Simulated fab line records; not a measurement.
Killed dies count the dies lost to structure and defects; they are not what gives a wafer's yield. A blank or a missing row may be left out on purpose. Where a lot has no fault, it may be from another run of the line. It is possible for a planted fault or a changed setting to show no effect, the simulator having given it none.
A struck lot beside a sound one | flow nand-harc | 15 out of 1159 route steps
Sound: the wafers L465.2, L465.4, L465.5. Wafers L472.3, L472.5, L472.6 were the ones struck. The cause is named last.
Each step with rows lists, per side, the tool, then ch with its chambers, then its first start. Under that, the readings that differ: sound wafers | struck wafers | difference of the means | sigmas: that difference in standard deviations of wafers without a fault.
alike: readings whose means differ by less than 2 such deviations, and words and numbers that are the same on both sides. not compared: withheld readings, readings that some wafer has no value for, bounds like >300 that may hide the same value, and numbers for which the record gives no deviation and whose values overlap.
The two part at a step that has a row with sigmas, a row that says differs or no value, or rows on one side only. Non-overlapping numbers with no deviation appear without sigmas and do not part them. Lack of a reading on every wafer of one side parts them only where that side has two or more wafers.

first, 5 steps without rows for these wafers: NHARC_A_CONTACT_SOFTBAKE_03 (time 55 s); NHARC_A_CONTACT_EBR_04; NHARC_A_CONTACT_EXPOSE_05 (exposes mask A CC); NHARC_A_CONTACT_PEB_06 (peb time 65 s); NHARC_A_CONTACT_DEVELOP_07 (develop time 35 s).
NHARC_A_CONTACT_CD_MEAS_08: the cd target is 100 nm.
  sound on cd-sem-01 ch 0, day 18 03:24; struck on cd-sem-01 ch 0, day 19 19:40
  alike: cd-nm
NHARC_A_CONTACT_OVL_MEAS_09:
  struck on overlay-02, day 19 19:45; sound on overlay-01, day 18 03:29
  alike: overlay-x-nm, overlay-y-nm
NHARC_A_CONTACT_INSPECT_10:
  struck on defect-inspect-02, day 19 19:47; sound on defect-inspect-01, day 18 03:32
  alike: raw-defect-count
NHARC_A_CONTACT_DESCUM_13: chemistry O2, time 3 s.
  sound on rie-diel-05 ch 0,1,2, day 18 03:36; struck on rie-diel-08 ch 0,1,2, day 19 19:52
  alike: drypump-motor-current-A, o2-flow-sccm, oes-product-au, rf-vpp-V, showerhead-plenum-p-Torr, throttle-valve-pct
  not compared: rf-hours-counter-h
NHARC_A_CONTACT_ETCH_88: etches the open film in CF4, target depth 39 nm, time 65 s.
  sound on rie-diel-05 ch 1,2,3, day 18 03:40; struck on rie-diel-08 ch 0,1,3, day 19 19:56
  alike: bias-w, cf4-flow-sccm, drypump-motor-current-A, oes-product-au, rf-vpp-V, showerhead-plenum-p-Torr, throttle-valve-pct
  not compared: rf-hours-counter-h
NHARC_A_CONTACT_ETCH_89: etches the open film in N2/H2, target depth 260 nm, time 475.3 s.
  sound: rie-diel-05 ch 0,3; struck: rie-diel-08 ch 0,1,3
  alike: bias-w, chamber-pressure-mTorr, drypump-motor-current-A, oes-product-au, rf-vpp-V, showerhead-plenum-p-Torr, throttle-valve-pct
  not compared: rf-hours-counter-h
NHARC_A_CONTACT_ETCH_30: etches the open film in CF4/CHF3, target depth 60.5 nm, time 30.2 s.
  sound: rie-diel-05 ch 1,3; struck: rie-diel-08 ch 1,2
  reading               | sound             | struck            | difference | sigmas
  oes-product-au (a.u.) | 0.963 0.984 0.970 | 0.918 0.919 0.923 | -0.052     | -3
  alike: bias-w, cf4-flow-sccm, drypump-motor-current-A, rf-vpp-V, showerhead-plenum-p-Torr, throttle-valve-pct
  not compared: rf-hours-counter-h
NHARC_A_CONTACT_ETCH_31: etches the open film in O2/COS, target depth 2000 nm, time 520 s.
  sound on rie-diel-05 ch 0,1,3, day 18 04:21; struck on rie-diel-08 ch 1,2,3, day 19 20:34
  no value came back on the struck wafers for any of 8 readings (bias-w (W), chamber-pressure-mTorr (mTorr) and others); on the sound wafers bias-w (W) reads 300.5 300.7 299.9
  not compared: rf-hours-counter-h
NHARC_A_CONTACT_ETCH_134: etches the open film in C4F8/O2/Ar, time 140 s, target depth 700 nm.
  sound on har-cap-etch-01 ch 1, day 18 04:41; struck on har-cap-etch-01 ch 0,1, day 19 20:55
  alike: chamber-pressure-mTorr, oes-air-line-au
  not compared: rf-hours-counter-h
-- the record jumps here: 2 days lie between the struck wafers' starts before and after (it left off in module A_CONTACT and takes up again in module END, whose first step shown is number 1159 of the route) --
NHARC_END_SORT_01:
  here the record holds rows for the struck wafers (prober-02 ch 0, day 22 01:47) but none for the sound ones

WHERE THEY PART
At NHARC_A_CONTACT_ETCH_30 first; at NHARC_END_SORT_01 last (within this record only).

WHY: whatever the simulator had introduced
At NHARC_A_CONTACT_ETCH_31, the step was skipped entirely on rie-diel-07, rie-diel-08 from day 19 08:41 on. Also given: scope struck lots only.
